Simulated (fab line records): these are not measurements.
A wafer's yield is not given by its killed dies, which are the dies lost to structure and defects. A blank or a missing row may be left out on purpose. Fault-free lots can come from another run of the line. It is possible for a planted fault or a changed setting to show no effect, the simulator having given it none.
fab line records ; flow nand_harc ; part 1 of 2: steps 1 to 25 of 34
[record] lots = 5; wafers = 15; last_day = 33
route steps=1302 shown P_M0@275 P_M1@285
lots untouched by any fault: they come from a run of this same line in which no faults occurred
start_h: start of the lot's first displayed wafer, in hours after the record's first day ; wait_h: how many hours have passed since the lot's step before this one ; " the same as in the row above ; L1.1+2: a single row standing in for several wafers ; - no value, or no start given ; * or withheld: withheld ; < > ~ a bound
route shown NAME@n: NAME is a module with steps in the file, n the number in the route of the first one ; usual: average and standard deviation across the fault-free wafers ; same: alike in all rows ; chamber/n: place in a boat ; sites: readings site by site ; _std_site: standard deviation of those values ; _edge_site: mean of outer sites minus mean of inner sites ; radius_mm: how far each site lies from the wafer's centre ; mask NAME#n: copy n ; behind: the tool/chamber that last shaped the wafer ; hold: the reason the lot was held/the length of the hold in hours/how it ended ; device: whichever transistor did not switch (one of n, p or np) ; end of line: tests of these same wafers at the route's end ; a step given without rows: its recipe and nothing more ; killed: dies lost to structure and defects at the first sort, not the wafer's yield ; map: shows each die of a wafer: x if killed, . if not, _ if none is there
set.NAME: the setting that was run; set.NAME@STEP: the one run at that earlier step ; model.NAME: the simulator's own value behind a step, which no gauge read
lots at selected steps of the route; one table per step, one row per wafer
services: a tool's chamber out of use, with start hour (start_h, from the record's first day; less than 0 if before it), hours out, and reason
[[steps]]
[step NHARC_P_M0_PVD_21]
[recipe] target_thk_a = 300; chamber_pressure_pa = 5; power_w = 5000; substrate_temp_c = 30; time_s = 20.49; material = Cu
[usual] throttle_valve_pct = 29.8/1
lot.wafer;tool;chamber;start_h;wait_h;throttle_valve_pct
L080.2;pvd_sputter-03;-;-;-;28.6
L080.3;pvd_sputter-03;-;-;-;29.3
L080.6;pvd_sputter-03;-;-;-;29.9
L085.3;pvd_sputter-02;-;-;-;30.7
L085.4;pvd_sputter-02;-;-;-;31.3
L085.2;pvd_sputter-02;-;-;-;28.6
L088.2;pvd_sputter-03;-;-;-;30.0
L088.5;pvd_sputter-03;-;-;-;28.2
L088.6;pvd_sputter-03;-;-;-;30.0
L093.3;pvd_sputter-01;-;-;-;31.8
L093.1;pvd_sputter-01;-;-;-;29.0
L093.5;pvd_sputter-01;-;-;-;31.9
L095.1;pvd_sputter-01;-;-;-;29.6
L095.3;pvd_sputter-01;-;-;-;29.4
L095.5;pvd_sputter-01;-;-;-;29.5
[step NHARC_P_M0_ECD_22]
[recipe] target_thk_a = 4000; bath_temp_c = 25; material = Cu
lot.wafer;tool;chamber;start_h;wait_h
L080.2+3+6;ecd_cu-01;1,0,1;185.36;-
L085.2+3+4;ecd_cu-02;0,1,0;231.96;-
L088.2+6+5;ecd_cu-02;0,1,0;273.37;-
L093.1+3+5;ecd_cu-02;1,0,1;324.49;-
L095.1+3+5;ecd_cu-01;1;344.15;-
[step NHARC_P_M0_ANNEAL_30]
[recipe] temp_c = 225; time_s = 90
[usual] anneal_temp_c_max = 225.82/0.24; wafer_temp_C_max = 226.1/0.54
lot.wafer;tool;chamber;start_h;wait_h;anneal_temp_c_max;wafer_temp_C_max
L080.2;rtp_anneal-01;0;185.79;0.4;225.68;225.5
L080.3;rtp_anneal-01;0;185.79;0.4;225.74;225.3
L080.6;rtp_anneal-01;0;185.79;0.4;225.94;225.5
L085.2;rtp_anneal-02;0;232.34;-;225.81;226.6
L085.3;rtp_anneal-02;0;232.34;-;225.83;226.6
L085.4;rtp_anneal-02;0;232.34;-;226.46;226.5
L088.2;rtp_anneal-02;0;273.75;0.3;225.59;226.5
L088.5;rtp_anneal-02;0;273.75;0.3;225.38;226.4
L088.6;rtp_anneal-02;0;273.75;0.3;225.62;227.0
L093.1;rtp_anneal-02;0;324.87;-;225.99;226.4
L093.3;rtp_anneal-02;0;324.87;-;225.78;227.0
L093.5;rtp_anneal-02;0;324.87;-;225.80;227.2
L095.1;rtp_anneal-02;0;344.47;0.3;225.86;226.4
L095.3;rtp_anneal-02;0;344.47;0.3;226.17;227.1
L095.5;rtp_anneal-02;0;344.47;0.3;225.61;226.6
[step NHARC_P_M0_CMP_23]
[recipe] t_overpolish_s = 20; target_thk_nm = 117.54
[usual] motor_current_A = 11.8/1; pad_life_wafers = 181/120; retaining_ring_pressure_frac = 1.000/0.0045; slurry_flow_ml_min = 150.1/0.47; time_to_endpoint_s = 28.6/2.7
lot.wafer;tool;chamber;start_h;wait_h;motor_current_A;pad_life_wafers;retaining_ring_pressure_frac;slurry_flow_ml_min;time_to_endpoint_s
L080.3;cmp-04;2;186.08;-;11.2;258;1.000;150.6;28.2
L080.2;cmp-04;0;186.08;-;12.6;260;0.995;150.2;25.2
L080.6;cmp-04;2;186.08;-;10.4;-;0.996;150.5;30.1
L085.2;cmp-03;1;232.66;-;12.5;259;0.996;149.3;28.4
L085.4;cmp-03;2;232.66;-;12.0;260;1.000;149.4;27.0
L085.3;cmp-03;3;232.66;-;12.8;261;1.001;151.0;23.9
L088.2;cmp-03;1;274.10;-;11.6;62;0.994;149.6;32.0
L088.6;cmp-03;3;274.10;-;12.2;-;1.007;149.8;29.8
L088.5;cmp-03;0;274.10;-;13.6;-;0.998;150.0;28.3
L093.3;cmp-03;3;325.24;-;11.9;289;0.995;151.1;27.7
L093.1;cmp-03;0;325.24;-;12.9;290;1.004;150.1;28.2
L093.5;cmp-03;2;325.24;-;12.4;-;1.011;149.9;26.4
L095.1;cmp-04;2;344.82;-;11.4;126;0.998;149.7;29.0
L095.3;cmp-04;0;344.82;-;14.0;128;0.992;150.3;27.9
L095.5;cmp-04;3;344.82;-;10.2;-;1.000;149.9;27.0
[step NHARC_P_M0_THK_MEAS_24]
[recipe] thk_meas_gauge = xrf
[usual] thk_nm = 117.6/1.4
lot.wafer;tool;chamber;start_h;wait_h;thk_nm
L080.2;film_metro-01;-;186.40;-;117.4
L080.3;film_metro-01;-;186.40;-;117.0
L080.6;film_metro-01;-;186.40;-;116.6
L085.2;film_metro-01;-;232.95;-;119.8
L085.3;film_metro-01;-;232.95;-;118.5
L085.4;film_metro-01;-;232.95;-;117.7
L088.2;film_metro-02;-;274.36;-;121.0
L088.5;film_metro-02;-;274.36;-;116.8
L088.6;film_metro-02;-;274.36;-;119.8
L093.1;film_metro-01;-;325.53;-;117.3
L093.3;film_metro-01;-;325.53;-;115.7
L093.5;film_metro-01;-;325.53;-;113.9
L095.1;film_metro-02;-;345.13;-;117.6
L095.3;film_metro-02;-;345.13;-;117.1
L095.5;film_metro-02;-;345.13;-;117.4
[step NHARC_P_M0_SRD_25]
lot.wafer;tool;chamber;start_h;wait_h
L080.6+3+2;wet_bench-10;4,5,7;186.44;0.0
L085.3+2+4;wet_bench-08;4,0,1;232.99;0.0
L088.6+2+5;wet_bench-10;5,1,2;274.40;0.0
L093.1+3+5;wet_bench-10;3,4,5;325.58;0.0
L095.5+1+3;wet_bench-08;4,7,0;345.18;0.0
[step NHARC_P_M0_INSPECT_27]
[usual] raw_defect_count = 300/120
lot.wafer;tool;chamber;start_h;wait_h;raw_defect_count
L080.2;defect_inspect-01;-;186.56;0.0;309
L080.3;defect_inspect-01;-;186.56;0.0;309
L080.6;defect_inspect-01;-;186.56;0.0;125
L085.2;defect_inspect-01;-;233.11;0.0;412
L085.3;defect_inspect-01;-;233.11;0.0;317
L085.4;defect_inspect-01;-;233.11;0.0;285
L088.2;defect_inspect-02;-;274.51;0.0;448
L088.5;defect_inspect-02;-;274.51;0.0;427
L088.6;defect_inspect-02;-;274.51;0.0;509
L093.1;defect_inspect-02;-;325.68;0.0;275
L093.3;defect_inspect-02;-;325.68;0.0;264
L093.5;defect_inspect-02;-;325.68;0.0;495
L095.1;defect_inspect-02;-;345.29;0.0;280
L095.3;defect_inspect-02;-;345.29;0.0;306
L095.5;defect_inspect-02;-;345.29;0.0;270
[step NHARC_P_M0_PRE_CLEAN_31]
[recipe] time_s = 12; temp_c = 370; rf_power_w = 300; gas = NH3
[usual] heater_power_w = 638/72
lot.wafer;tool;chamber;start_h;wait_h;heater_power_w
L080.2;pecvd-02;2;186.62;0.1;547
L080.3;pecvd-02;1;186.62;0.1;571
L080.6;pecvd-02;1;186.62;0.1;576
L085.2;pecvd-03;0;233.19;0.1;775
L085.3;pecvd-03;1;233.19;0.1;585
L085.4;pecvd-03;2;233.19;0.1;707
L088.2;pecvd-02;1;274.59;0.1;614
L088.5;pecvd-02;0;274.59;0.1;739
L088.6;pecvd-02;2;274.59;0.1;548
L093.3;pecvd-02;1;325.75;0.1;613
L093.1;pecvd-02;0;325.75;0.1;705
L093.5;pecvd-02;0;325.75;0.1;722
L095.3;pecvd-02;0;345.37;0.1;641
L095.1;pecvd-02;1;345.37;0.1;604
L095.5;pecvd-02;1;345.37;0.1;604
[step NHARC_P_M0_DEP_32]
[recipe] target_thk_a = 300; temp_c = 370; target_thk_nm = 30; pressure_torr = 3; flow_sccm = 200; rf_w = 450; material = SiCN
[usual] heater_power_w = 575/72
lot.wafer;tool;chamber;start_h;wait_h;heater_power_w
L080.2;pecvd-02;2;186.70;0.1;561
L080.3;pecvd-02;1;186.70;0.1;565
L080.6;pecvd-02;1;186.70;0.1;570
L085.2;pecvd-03;0;233.30;0.1;643
L085.3;pecvd-03;1;233.30;0.1;516
L085.4;pecvd-03;2;233.30;0.1;595
L088.2;pecvd-02;1;274.70;0.1;601
L088.5;pecvd-02;0;274.70;0.1;605
L088.6;pecvd-02;2;274.70;0.1;512
L093.3;pecvd-02;1;325.83;0.1;507
L093.1;pecvd-02;0;325.83;0.1;674
L093.5;pecvd-02;0;325.83;0.1;678
L095.3;pecvd-02;0;345.48;0.1;674
L095.1;pecvd-02;1;345.48;0.1;502
L095.5;pecvd-02;1;345.48;0.1;504
[step NHARC_P_M1_DEP_00]
[recipe] target_thk_a = 1825; target_thk_nm = 182.5; temp_c = withheld; pressure_torr = 5; flow_sccm = 200; rf_w = 600; material = SiOC
lot.wafer;tool;chamber;start_h;wait_h
L080.2+3+6;pecvd-01;0,1,0;187.16;-
L085.2+3+4;pecvd-03;2,0,1;-;-
L088.2+5+6;pecvd-03;0,1,2;275.16;-
L093.3+1+5;pecvd-03;2,0,2;326.29;-
L095.3+1+5;pecvd-03;0,2,1;345.85;-
[step NHARC_P_M1_DEHYDRATE_01]
[recipe] temp_c = 150; time_s = 120
[usual] plate_temp_C = 149.97/0.15; resist_line_temp_C = 23.02/0.11
lot.wafer;tool;chamber;start_h;wait_h;plate_temp_C;resist_line_temp_C
L080.2;litho_track-06;0;187.52;-;149.75;22.96
L080.3;litho_track-06;0;187.52;-;150.16;23.04
L080.6;litho_track-06;0;187.52;-;149.90;22.82
L085.2;litho_track-06;0;234.05;-;150.14;23.19
L085.3;litho_track-06;0;234.05;-;149.77;23.14
L085.4;litho_track-06;0;234.05;-;149.96;22.92
L088.2;litho_track-04;0;275.47;-;149.79;23.25
L088.5;litho_track-04;0;275.47;-;149.99;22.99
L088.6;litho_track-04;0;275.47;-;149.78;22.96
L093.1;litho_track-04;0;326.65;-;150.03;23.00
L093.3;litho_track-04;0;326.65;-;150.07;23.03
L093.5;litho_track-04;0;326.65;-;150.17;22.95
L095.1;litho_track-06;0;346.26;-;150.01;23.08
L095.3;litho_track-06;0;346.26;-;150.11;23.05
L095.5;litho_track-06;0;346.26;-;149.88;23.03
[step NHARC_P_M1_HMDS_02]
[recipe] time_s = 30
[usual] resist_line_temp_C = 22.97/0.1
lot.wafer;tool;chamber;start_h;wait_h;resist_line_temp_C
L080.2;litho_track-06;0;-;-;23.09
L080.3;litho_track-06;0;-;-;22.97
L080.6;litho_track-06;0;-;-;23.07
L085.2;litho_track-06;0;-;-;22.96
L085.3;litho_track-06;0;-;-;22.88
L085.4;litho_track-06;0;-;-;22.95
L088.2;litho_track-04;0;-;-;22.91
L088.5;litho_track-04;0;-;-;22.89
L088.6;litho_track-04;0;-;-;23.05
L093.1;litho_track-04;0;-;-;22.96
L093.3;litho_track-04;0;-;-;23.17
L093.5;litho_track-04;0;-;-;23.02
L095.1;litho_track-06;0;-;-;22.99
L095.3;litho_track-06;0;-;-;23.07
L095.5;litho_track-06;0;-;-;22.89
[step NHARC_P_M1_COAT_34]
[recipe] temp_c = 200; time_s = 65
[usual] plate_temp_C = 199.99/0.17; resist_line_temp_C = 23.00/0.097
lot.wafer;tool;chamber;start_h;wait_h;plate_temp_C;resist_line_temp_C
L080.2;litho_track-06;0;-;-;199.95;23.00
L080.3;litho_track-06;0;-;-;199.89;23.03
L080.6;litho_track-06;0;-;-;199.89;23.11
L085.2;litho_track-06;0;-;-;200.06;22.95
L085.3;litho_track-06;0;-;-;199.68;23.16
L085.4;litho_track-06;0;-;-;199.86;22.92
L088.2;litho_track-04;0;-;-;200.00;22.92
L088.5;litho_track-04;0;-;-;200.10;23.12
L088.6;litho_track-04;0;-;-;199.75;23.13
L093.1;litho_track-04;0;-;-;199.97;23.03
L093.3;litho_track-04;0;-;-;199.52;23.09
L093.5;litho_track-04;0;-;-;199.83;22.90
L095.1;litho_track-06;0;-;-;200.24;22.98
L095.3;litho_track-06;0;-;-;200.26;22.97
L095.5;litho_track-06;0;-;-;200.20;22.94
[step NHARC_P_M1_COAT_03]
[recipe] spin_rpm = 1500; resist_thk_nm = 90
[usual] resist_line_temp_C = 23.00/0.11
lot.wafer;tool;chamber;start_h;wait_h;resist_line_temp_C
L080.2;litho_track-06;0;-;-;22.95
L080.3;litho_track-06;0;-;-;22.82
L080.6;litho_track-06;0;-;-;23.22
L085.2;litho_track-06;0;-;-;23.05
L085.3;litho_track-06;0;-;-;22.99
L085.4;litho_track-06;0;-;-;23.00
L088.2;litho_track-04;0;-;-;23.09
L088.5;litho_track-04;0;-;-;23.06
L088.6;litho_track-04;0;-;-;23.41
L093.1;litho_track-04;0;-;-;22.94
L093.3;litho_track-04;0;-;-;23.04
L093.5;litho_track-04;0;-;-;22.97
L095.1;litho_track-06;0;-;-;22.93
L095.3;litho_track-06;0;-;-;22.89
L095.5;litho_track-06;0;-;-;23.03
[step NHARC_P_M1_SOFTBAKE_04]
[recipe] temp_c = 105; time_s = 55
[usual] plate_temp_C = 104.98/0.13; resist_line_temp_C = 23.02/0.1
lot.wafer;tool;chamber;start_h;wait_h;plate_temp_C;resist_line_temp_C
L080.2;litho_track-06;0;-;-;104.93;23.09
L080.3;litho_track-06;0;-;-;104.92;22.84
L080.6;litho_track-06;0;-;-;104.99;23.08
L085.2;litho_track-06;0;-;-;104.82;23.11
L085.3;litho_track-06;0;-;-;104.78;22.98
L085.4;litho_track-06;0;-;-;104.83;23.13
L088.2;litho_track-04;0;-;-;104.96;23.10
L088.5;litho_track-04;0;-;-;105.00;23.22
L088.6;litho_track-04;0;-;-;104.92;23.28
L093.1;litho_track-04;0;-;-;105.07;23.11
L093.3;litho_track-04;0;-;-;105.05;22.94
L093.5;litho_track-04;0;-;-;104.91;23.00
L095.1;litho_track-06;0;-;-;104.90;23.15
L095.3;litho_track-06;0;-;-;105.05;22.93
L095.5;litho_track-06;0;-;-;104.76;23.08
[step NHARC_P_M1_EBR_05]
[usual] resist_line_temp_C = 23.00/0.095
lot.wafer;tool;chamber;start_h;wait_h;resist_line_temp_C
L080.2;litho_track-06;0;-;-;22.90
L080.3;litho_track-06;0;-;-;23.01
L080.6;litho_track-06;0;-;-;23.02
L085.2;litho_track-06;0;-;-;23.09
L085.3;litho_track-06;0;-;-;22.96
L085.4;litho_track-06;0;-;-;22.95
L088.2;litho_track-04;0;-;-;23.24
L088.5;litho_track-04;0;-;-;23.21
L088.6;litho_track-04;0;-;-;23.15
L093.1;litho_track-04;0;-;-;23.10
L093.3;litho_track-04;0;-;-;22.99
L093.5;litho_track-04;0;-;-;23.00
L095.1;litho_track-06;0;-;-;22.93
L095.3;litho_track-06;0;-;-;22.97
L095.5;litho_track-06;0;-;-;22.99
[step NHARC_P_M1_EXPOSE_06]
[recipe] na = 1.35; target_cd_nm = 130; dose_mj = 81.88; mask_id = P_M1
lot.wafer;tool;chamber;start_h;wait_h;mask
L080.2+3+6;arfi_scanner-03;0;187.69;-;P_M1#0
L085.2+3+4;arfi_scanner-01;0;234.34;-;P_M1#0
L088.2+5+6;arfi_scanner-01;0;275.80;-;P_M1#0
L093.1+3+5;arfi_scanner-02;0;326.94;-;P_M1#0
L095.1+3+5;arfi_scanner-02;0;346.43;-;P_M1#0
[step NHARC_P_M1_PEB_07]
[recipe] peb_temp_c = 100; peb_time_s = 65
[usual] plate_temp_C = 100.00/0.12; resist_line_temp_C = 23.01/0.11
lot.wafer;tool;chamber;start_h;wait_h;plate_temp_C;resist_line_temp_C
L080.2;litho_track-06;0;187.74;0.1;99.97;23.25
L080.3;litho_track-06;0;187.74;0.1;100.09;23.23
L080.6;litho_track-06;0;187.74;0.1;99.89;23.23
L085.2;litho_track-01;0;234.40;0.1;100.13;22.98
L085.3;litho_track-01;0;234.40;0.1;100.02;23.11
L085.4;litho_track-01;0;234.40;0.1;100.13;23.01
L088.2;litho_track-01;0;275.85;0.1;99.83;23.08
L088.5;litho_track-01;0;275.85;0.1;99.96;23.09
L088.6;litho_track-01;0;275.85;0.1;99.91;22.99
L093.1;litho_track-04;0;327.00;0.1;99.71;22.94
L093.3;litho_track-04;0;327.00;0.1;99.82;22.90
L093.5;litho_track-04;0;327.00;0.1;100.11;22.92
L095.1;litho_track-04;0;346.49;0.1;99.99;22.87
L095.3;litho_track-04;0;346.49;0.1;100.01;22.80
L095.5;litho_track-04;0;346.49;0.1;99.99;22.78
[step NHARC_P_M1_DEVELOP_08]
[recipe] develop_time_s = 35; dev_temp_c = 23
[usual] resist_line_temp_C = 22.99/0.11
lot.wafer;tool;chamber;start_h;wait_h;resist_line_temp_C
L080.2;litho_track-06;0;-;-;23.03
L080.3;litho_track-06;0;-;-;22.96
L080.6;litho_track-06;0;-;-;23.03
L085.2;litho_track-01;0;-;-;23.21
L085.3;litho_track-01;0;-;-;23.00
L085.4;litho_track-01;0;-;-;22.98
L088.2;litho_track-01;0;-;-;23.13
L088.5;litho_track-01;0;-;-;22.85
L088.6;litho_track-01;0;-;-;23.03
L093.1;litho_track-04;0;-;-;22.93
L093.3;litho_track-04;0;-;-;23.00
L093.5;litho_track-04;0;-;-;22.89
L095.1;litho_track-04;0;-;-;22.98
L095.3;litho_track-04;0;-;-;23.02
L095.5;litho_track-04;0;-;-;23.04
[step NHARC_P_M1_CD_MEAS_09]
[recipe] target_cd_nm = 130; landing_energy_ev = 500
[usual] cd_nm = 130.0/0.66
lot.wafer;tool;chamber;start_h;wait_h;cd_nm
L080.2;cd_sem-03;0;187.83;-;129.6
L080.3;cd_sem-03;0;187.83;-;129.5
L080.6;cd_sem-03;0;187.83;-;129.8
L085.2;cd_sem-03;0;234.48;-;130.6
L085.3;cd_sem-03;0;234.48;-;130.2
L085.4;cd_sem-03;0;234.48;-;130.5
L088.2;cd_sem-02;0;275.93;-;130.5
L088.5;cd_sem-02;0;275.93;-;128.8
L088.6;cd_sem-02;0;275.93;-;129.7
L093.1;cd_sem-03;0;327.08;-;130.5
L093.3;cd_sem-03;0;327.08;-;131.0
L093.5;cd_sem-03;0;327.08;-;130.1
L095.1;cd_sem-01;0;346.57;-;129.0
L095.3;cd_sem-01;0;346.57;-;129.6
L095.5;cd_sem-01;0;346.57;-;129.3
[step NHARC_P_M1_OVL_MEAS_10]
[recipe] pitch_nm = 260
[usual] overlay_x_nm = 0.1/0.94; overlay_y_nm = -0.2/0.88
lot.wafer;tool;chamber;start_h;wait_h;overlay_x_nm;overlay_y_nm
L080.2;overlay-02;-;187.91;-;-0.5;-2.2
L080.3;overlay-02;-;187.91;-;0.0;-2.0
L080.6;overlay-02;-;187.91;-;0.2;-2.7
L085.2;overlay-01;-;234.56;-;0.1;1.1
L085.3;overlay-01;-;234.56;-;-0.3;0.5
L085.4;overlay-01;-;234.56;-;0.1;0.9
L088.2;overlay-01;-;276.02;-;-0.7;-1.1
L088.5;overlay-01;-;276.02;-;-1.2;-0.8
L088.6;overlay-01;-;276.02;-;-1.0;-1.2
L093.1;overlay-01;-;327.17;-;-0.5;-0.5
L093.3;overlay-01;-;327.17;-;-0.5;-0.8
L093.5;overlay-01;-;327.17;-;-0.3;-0.9
L095.1;overlay-01;-;346.65;-;1.4;0.5
L095.3;overlay-01;-;346.65;-;1.3;0.0
L095.5;overlay-01;-;346.65;-;2.1;0.2
[step NHARC_P_M1_INSPECT_11]
[usual] raw_defect_count = 3.8/1.9
lot.wafer;tool;chamber;start_h;wait_h;raw_defect_count
L080.2;defect_inspect-02;-;187.95;0.0;5
L080.3;defect_inspect-02;-;187.95;0.0;3
L080.6;defect_inspect-02;-;187.95;0.0;1
L085.2;defect_inspect-02;-;234.60;0.0;5
L085.3;defect_inspect-02;-;234.60;0.0;5
L085.4;defect_inspect-02;-;234.60;0.0;5
L088.2;defect_inspect-02;-;276.06;0.0;2
L088.5;defect_inspect-02;-;276.06;0.0;7
L088.6;defect_inspect-02;-;276.06;0.0;4
L093.1;defect_inspect-02;-;327.20;0.0;9
L093.3;defect_inspect-02;-;327.20;0.0;6
L093.5;defect_inspect-02;-;327.20;0.0;3
L095.1;defect_inspect-02;-;346.69;0.0;8
L095.3;defect_inspect-02;-;346.69;0.0;3
L095.5;defect_inspect-02;-;346.69;0.0;6
[step NHARC_P_M1_DESCUM_14]
[recipe] time_s = 3; o2_flow_sccm = 200; ar_flow_sccm = 0; bias_power_w = 0; chemistry = O2
[usual] drypump_motor_current_A = 5.7/0.4; oes_product_au = 1.004/0.0094; rf_vpp_V = 57.9/0.91; showerhead_plenum_p_Torr = 1.93/0.098; throttle_valve_pct = 11.311/0.0084
lot.wafer;tool;chamber;start_h;wait_h;drypump_motor_current_A;oes_product_au;rf_hours_counter_h;rf_vpp_V;showerhead_plenum_p_Torr;throttle_valve_pct
L080.3;rie_diel-03;1;188.01;0.1;6.1;1.012;4;57.0;1.81;11.320
L080.2;rie_diel-03;2;188.01;0.1;5.9;1.016;5;55.7;2.03;11.307
L080.6;rie_diel-03;0;188.01;0.1;5.1;1.008;-;56.7;1.82;11.308
L085.2;rie_diel-03;1;234.67;0.1;6.1;1.003;5;55.6;1.81;11.309
L085.3;rie_diel-03;2;234.67;0.1;5.9;1.011;7;58.1;2.03;11.311
L085.4;rie_diel-03;1;234.67;0.1;6.1;1.005;-;57.0;1.81;11.327
L088.2;rie_diel-03;2;276.14;0.1;5.9;1.022;8;57.3;2.03;11.312
L088.5;rie_diel-03;3;276.14;0.1;6.1;0.987;-;58.5;2.05;11.303
L088.6;rie_diel-03;0;276.14;0.1;5.1;1.005;-;57.1;1.82;11.295
L093.1;rie_diel-06;0;327.26;0.1;5.3;1.007;1;58.4;1.86;11.297
L093.3;rie_diel-06;2;327.26;0.1;5.1;1.003;1;58.0;2.04;11.309
L093.5;rie_diel-06;0;327.26;0.1;5.3;1.013;-;57.5;1.86;11.309
L095.3;rie_diel-06;2;346.77;0.1;5.1;1.001;2;59.6;2.04;11.302
L095.1;rie_diel-06;3;346.77;0.1;6.0;0.991;2;58.2;1.89;11.314
L095.5;rie_diel-06;1;346.77;0.1;5.7;1.004;-;56.9;1.97;11.308
[step NHARC_P_M1_ETCH_35]
[recipe] target_depth_a = 400; overetch_a = 120; time_s = 43.94; ion_energy_ev = 200; n2_flow_sccm = 150; h2_flow_sccm = 150; ar_flow_sccm = 0; rf_w = 400; bias_w = 150; chemistry = N2/H2
[usual] drypump_motor_current_A = 5.7/0.41; oes_product_au = 1.004/0.011; rf_vpp_V = 431/3; showerhead_plenum_p_Torr = 2.06/0.11; throttle_valve_pct = 14.171/0.0088
lot.wafer;tool;chamber;start_h;wait_h;drypump_motor_current_A;oes_product_au;rf_hours_counter_h;rf_vpp_V;showerhead_plenum_p_Torr;throttle_valve_pct
L080.2;rie_diel-03;1;188.12;0.1;6.1;1.008;4;428;1.93;14.171
L080.3;rie_diel-03;2;188.12;0.1;5.9;1.008;5;434;2.17;14.173
L080.6;rie_diel-03;1;188.12;0.1;6.1;1.002;-;426;1.93;14.169
L085.2;rie_diel-03;3;234.77;0.1;6.1;0.976;6;435;2.19;14.175
L085.3;rie_diel-03;1;234.77;0.1;6.1;1.008;5;427;1.93;14.160
L085.4;rie_diel-03;3;234.77;0.1;6.2;0.982;-;434;2.19;14.151
L088.2;rie_diel-03;2;276.22;0.1;5.9;1.007;8;433;2.17;14.185
L088.6;rie_diel-03;3;276.22;0.1;6.1;0.993;-;435;2.19;14.183
L088.5;rie_diel-03;0;276.22;0.1;5.1;1.001;-;427;1.94;14.166
L093.1;rie_diel-06;3;327.36;0.1;6.0;1.003;1;429;2.02;14.166
L093.3;rie_diel-06;0;327.36;0.1;5.3;1.003;1;428;1.99;14.155
L093.5;rie_diel-06;1;327.36;0.1;5.7;1.006;-;431;2.11;14.172
L095.1;rie_diel-06;3;346.84;0.1;6.0;0.992;2;430;2.01;14.160
L095.3;rie_diel-06;1;346.84;0.1;5.7;0.994;2;432;2.11;14.166
L095.5;rie_diel-06;0;346.84;0.1;5.2;0.999;-;429;1.99;14.172
[step NHARC_P_M1_ETCH_15]
[recipe] target_depth_a = 1825; time_s = 91.2; c4f8_flow_sccm = withheld; ar_flow_sccm = 400; rf_w = 600; bias_w = 300; chemistry = C4F8/Ar
[usual] oes_product_au = 0.954/0.022; rf_vpp_V = 441/3.1
lot.wafer;tool;chamber;start_h;wait_h;oes_product_au;rf_hours_counter_h;rf_vpp_V
L080.3;rie_diel-03;0;-;-;0.932;5;438
L080.2;rie_diel-03;2;-;-;0.945;5;446
L080.6;rie_diel-03;1;-;-;0.927;-;437
L085.3;rie_diel-03;2;-;-;0.973;7;442
L085.2;rie_diel-03;3;-;-;0.961;6;443
L085.4;rie_diel-03;2;-;-;0.983;-;444
L088.2;rie_diel-03;2;-;-;0.928;8;444
L088.6;rie_diel-03;3;-;-;0.913;-;445
L088.5;rie_diel-03;0;-;-;0.927;-;439
L093.1;rie_diel-06;0;-;-;0.973;1;440
L093.3;rie_diel-06;3;-;-;0.974;1;441
L093.5;rie_diel-06;1;-;-;0.962;-;443
L095.3;rie_diel-06;2;-;-;0.954;2;446
L095.1;rie_diel-06;3;-;-;0.955;2;439
L095.5;rie_diel-06;2;-;-;0.940;-;443
